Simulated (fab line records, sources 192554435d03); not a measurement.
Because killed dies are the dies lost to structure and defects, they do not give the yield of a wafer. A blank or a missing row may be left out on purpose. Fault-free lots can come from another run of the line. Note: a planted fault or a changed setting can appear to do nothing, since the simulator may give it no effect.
Split-lot trial || flow n5-finfet || on a route of 1938 steps: 7 lots, 21 wafers read

== ABOUT THE SPLIT ==
At N5_BEOL_M6_ETCH_66 (etches SOC in N2/H2, target depth 80 nm, overetch 16 nm, time 120 s), the setting bias-w was moved away from the recipe's 150 W on 8 of the 21 wafers read, by -17.3% to +15.9%. This setting was run at the recipe's value on the other wafers.

Reading taken at the split's own step.

== THE READING ==
rf-vpp-V, in V, at N5_BEOL_M6_ETCH_66 (etches SOC in N2/H2, target depth 80 nm, overetch 16 nm, time 120 s). Fault-free wafers of this fab line usually give 524.5 V, standard deviation 1.9 V.

{"wafer": "L079.1", "tool, chamber at the split": "rie-diel-01, 0", "bias-w as run, W": 150, "against the recipe": "recipe", "rf-vpp-V, V": 524.1, "against lot-mates on the recipe": "-"}
{"wafer": "L079.3", "tool, chamber at the split": "rie-diel-01, 2", "bias-w as run, W": 150, "against the recipe": "recipe", "rf-vpp-V, V": 525.4, "against lot-mates on the recipe": "-"}
{"wafer": "L079.4", "tool, chamber at the split": "rie-diel-01, 1", "bias-w as run, W": 150, "against the recipe": "recipe", "rf-vpp-V, V": 523.5, "against lot-mates on the recipe": "-"}
{"wafer": "L078.2", "tool, chamber at the split": "rie-diel-01, 3", "bias-w as run, W": 173.9, "against the recipe": "+15.9%", "rf-vpp-V, V": 576.2, "against lot-mates on the recipe": "+50.2"}
{"wafer": "L078.3", "tool, chamber at the split": "rie-diel-01, 2", "bias-w as run, W": 150, "against the recipe": "recipe", "rf-vpp-V, V": 526.9, "against lot-mates on the recipe": "-"}
{"wafer": "L078.6", "tool, chamber at the split": "rie-diel-01, 3", "bias-w as run, W": 150, "against the recipe": "recipe", "rf-vpp-V, V": 525.1, "against lot-mates on the recipe": "-"}
{"wafer": "L085.3", "tool, chamber at the split": "rie-diel-01, 0", "bias-w as run, W": 124, "against the recipe": "-17.3%", "rf-vpp-V, V": 464.1, "against lot-mates on the recipe": -61.2}
{"wafer": "L085.4", "tool, chamber at the split": "rie-diel-01, 1", "bias-w as run, W": 124, "against the recipe": "-17.3%", "rf-vpp-V, V": 465.2, "against lot-mates on the recipe": -60.1}
{"wafer": "L085.5", "tool, chamber at the split": "rie-diel-01, 0", "bias-w as run, W": 150, "against the recipe": "recipe", "rf-vpp-V, V": 525.3, "against lot-mates on the recipe": "-"}
{"wafer": "L084.3", "tool, chamber at the split": "rie-diel-05, 0", "bias-w as run, W": 150, "against the recipe": "recipe", "rf-vpp-V, V": 524.7, "against lot-mates on the recipe": "-"}
{"wafer": "L084.4", "tool, chamber at the split": "rie-diel-05, 2", "bias-w as run, W": 150, "against the recipe": "recipe", "rf-vpp-V, V": 521.2, "against lot-mates on the recipe": "-"}
{"wafer": "L084.5", "tool, chamber at the split": "rie-diel-05, 3", "bias-w as run, W": 139.2, "against the recipe": "-7.2%", "rf-vpp-V, V": 501.9, "against lot-mates on the recipe": -21.1}
{"wafer": "L088.1", "tool, chamber at the split": "rie-diel-01, 1", "bias-w as run, W": 162, "against the recipe": "+8.0%", "rf-vpp-V, V": 549.7, "against lot-mates on the recipe": "+26.2"}
{"wafer": "L088.3", "tool, chamber at the split": "rie-diel-01, 2", "bias-w as run, W": 162, "against the recipe": "+8.0%", "rf-vpp-V, V": 552.3, "against lot-mates on the recipe": "+28.8"}
{"wafer": "L088.4", "tool, chamber at the split": "rie-diel-01, 0", "bias-w as run, W": 150, "against the recipe": "recipe", "rf-vpp-V, V": 523.5, "against lot-mates on the recipe": "-"}
{"wafer": "L091.2", "tool, chamber at the split": "rie-diel-01, 2", "bias-w as run, W": 150, "against the recipe": "recipe", "rf-vpp-V, V": 525.6, "against lot-mates on the recipe": "-"}
{"wafer": "L091.3", "tool, chamber at the split": "rie-diel-01, 1", "bias-w as run, W": 173.4, "against the recipe": "+15.6%", "rf-vpp-V, V": 573.8, "against lot-mates on the recipe": "+48.2"}
{"wafer": "L091.6", "tool, chamber at the split": "rie-diel-01, 2", "bias-w as run, W": 173.4, "against the recipe": "+15.6%", "rf-vpp-V, V": 577.1, "against lot-mates on the recipe": "+51.5"}
{"wafer": "L097.2", "tool, chamber at the split": "rie-diel-01, 0", "bias-w as run, W": 150, "against the recipe": "recipe", "rf-vpp-V, V": 525.3, "against lot-mates on the recipe": "-"}
{"wafer": "L097.3", "tool, chamber at the split": "rie-diel-01, 2", "bias-w as run, W": 150, "against the recipe": "recipe", "rf-vpp-V, V": 523.8, "against lot-mates on the recipe": "-"}
{"wafer": "L097.5", "tool, chamber at the split": "rie-diel-01, 1", "bias-w as run, W": 150, "against the recipe": "recipe", "rf-vpp-V, V": 523.4, "against lot-mates on the recipe": "-"}

THE FIT
A straight line over all 21 wafers: rf-vpp-V changes by +3.34 V for each +1% of bias-w; r = +1.00; the points scatter about the line by 1.6 V.
The same after taking each lot's own level away (the mean of its wafers on the recipe; 21 wafers): +3.32 V for each +1%; r = +1.00; scatter 1.8 V.
On that fit, the largest move of bias-w shifts the reading by 58 V.
Measured against the standard deviation above, the lots' own levels, which go from 522.95 to 526.00 V, span 1.6 times it.
Hence the lot-to-lot level has little effect on the slope; both slopes agree.
Check: for one of the wafers moved furthest among these (-17.3%), held out of the fit, the line's prediction against its lot-mates is -56.8 V. Against them it came out at -61.2 V.
Tool readings at the split's step, against how far the setting was moved: rf-vpp-V r = +1.00.

== FURTHER SPLITS ON THESE WAFERS ==
Before the reading, these wafers also passed through other splits. Each is held against what the fit with the lots' levels taken away leaves over:
{"other split on the same wafers": "N5_BEOL_M5_TRENCH_ETCH_37 time-s", "wafers away from the commonest value": 5, "r with rf-vpp-V (lot level and that fit taken away)": "+0.42"}
{"other split on the same wafers": "N5_BEOL_M5_ALD_86 co-reactant-pulse-time-s", "wafers away from the commonest value": 8, "r with rf-vpp-V (lot level and that fit taken away)": -0.52}
{"other split on the same wafers": "N5_BEOL_M6_EXPOSE_25 dose-mj", "wafers away from the commonest value": 13, "r with rf-vpp-V (lot level and that fit taken away)": "+0.22"}

== THE WHOLE CHAIN: every reading that the file lists as answering this split, in the file's order ==
{"step": "N5_BEOL_M6_ETCH_66", "what it does": "etches SOC in N2/H2, target depth 80 nm, overetch 16 nm, time 120 s", "reading": "rf-vpp-V", "change (the file's fit)": "+3.28 V for each +1% of the setting", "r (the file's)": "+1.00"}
{"step": "N5_BEOL_M6_ETCH_66", "what it does": "etches SOC in N2/H2, target depth 80 nm, overetch 16 nm, time 120 s", "reading": "SiARC_of_BEOL_M6_COAT_64.thk-nm (the simulator's own value, which no gauge read)", "change (the file's fit)": "-0.0654 nm for each +1% of the setting", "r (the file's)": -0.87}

== FILE'S OWN FIT ==
rf-vpp-V changes by +3.28 V for each +1% of bias-w, r = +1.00.
